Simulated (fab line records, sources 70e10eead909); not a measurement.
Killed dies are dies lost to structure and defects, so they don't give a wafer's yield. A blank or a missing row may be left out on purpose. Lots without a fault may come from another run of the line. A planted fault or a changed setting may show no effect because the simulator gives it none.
Which tool did it? | flow nand_harc | 10 lots, 30 wafers sampled, at 5 steps of a route of 1302

WHAT THE GAUGES READ, wafer by wafer
NHARC_END_SORT_01.
lot  | measured     | on        | killed_at_array
L258 | day 29 11:11 | prober-02 | 58 46

WHICH TOOL RAN EACH LOT (tool, then ch and the chambers of the sampled wafers, then the start)
lot  | NHARC_A_STAIRCASE_TRIM_220         | NHARC_A_STAIRCASE_TRIM_222                    | NHARC_A_STAIRCASE_TRIM_229         | NHARC_A_STAIRCASE_TRIM_231
L245 | rie_diel-02 ch 1,2,3, day 15 22:29 | rie_diel-02 ch 0,1,3, day 16 00:35 or earlier | rie_diel-11 ch 0,1,3, day 16 00:35 | rie_diel-11 ch 1,2, day 16 00:49
L246 | rie_diel-04 ch 0,1,2, day 16 17:57 | rie_diel-04 ch 1,2,3, day 16 18:59 or earlier | rie_diel-04 ch 1,2,3, day 16 18:59 | rie_diel-04 ch 0,2,3, day 16 19:14
L250 | rie_diel-04 ch 0,2,3, day 17 21:37 | rie_diel-04 ch 0,1,3, day 17 22:38 or earlier | rie_diel-04 ch 1,3, day 17 22:38   | rie_diel-04 ch 0,2,3, day 17 22:56
L258 | rie_diel-11 ch 1,2, day 21 04:40   | rie_diel-11 ch 0,1, day 21 05:41 or earlier   | rie_diel-04 ch 1,2, day 21 05:41   | rie_diel-04 ch 1,3, day 21 05:59
L260 | rie_diel-04 ch 0,1,2, day 22 01:34 | rie_diel-04 ch 0,1,3, day 22 02:37 or earlier | rie_diel-04 ch 0,1,3, day 22 02:37 | rie_diel-04 ch 0,1,2, day 22 02:52
L264 | rie_diel-11 ch 0,3, day 23 21:06   | rie_diel-11 ch 0,1, day 23 22:20 or earlier   | rie_diel-11 ch 0,2,3, day 23 22:20 | rie_diel-11 ch 1,3, day 23 22:37
L266 | rie_diel-02 ch 0,1,2, day 24 07:54 | rie_diel-02 ch 0,1,3, day 24 08:56 or earlier | rie_diel-02 ch 0,1,2, day 24 08:56 | rie_diel-02 ch 0,2,3, day 24 09:13
L265 | rie_diel-04 ch 2,3, day 25 04:29   | rie_diel-04 ch 0,1,3, day 25 05:32 or earlier | rie_diel-04 ch 0,1,3, day 25 05:32 | rie_diel-04 ch 0,3, day 25 05:46
L267 | rie_diel-11 ch 0,2, day 25 18:52   | rie_diel-11 ch 2,3, day 25 20:11 or earlier   | rie_diel-04 ch 0,1,3, day 25 20:11 | rie_diel-04 ch 0,3, day 25 20:23
L268 | rie_diel-02 ch 0,2,3, day 25 22:48 | rie_diel-02 ch 0,1,3, day 25 23:49 or earlier | rie_diel-02 ch 0,1, day 25 23:49   | rie_diel-02 ch 0,2, day 26 00:06
- NHARC_A_STAIRCASE_TRIM_220: chemistry O2, time 211.2 s.
- NHARC_A_STAIRCASE_TRIM_222: chemistry O2, time 211.2 s.
- NHARC_A_STAIRCASE_TRIM_229: chemistry O2, time 211.2 s.
- NHARC_A_STAIRCASE_TRIM_231: chemistry O2, time 211.2 s.

THE ANSWER, worked out from the rows above alone
Rule: what is usual is taken from the lots themselves. Put in order of their means at a reading, lots are off if they are a third of the lots or fewer, leave a main group of 4 or more, and stand apart from it by a gap of 3 or more times the standard deviation of the main group's means; of several such gaps the widest counts. A main group whose means are all the same, to the digits that the tables above print for the reading, isn't used. A lot without any number at a reading at which 4 lots or more have one is off too. The other lots that the step has rows for count as sound.
No lot is off at any reading shown: from this, nothing can be told.

WHAT THE SIMULATOR HAD PUT IN
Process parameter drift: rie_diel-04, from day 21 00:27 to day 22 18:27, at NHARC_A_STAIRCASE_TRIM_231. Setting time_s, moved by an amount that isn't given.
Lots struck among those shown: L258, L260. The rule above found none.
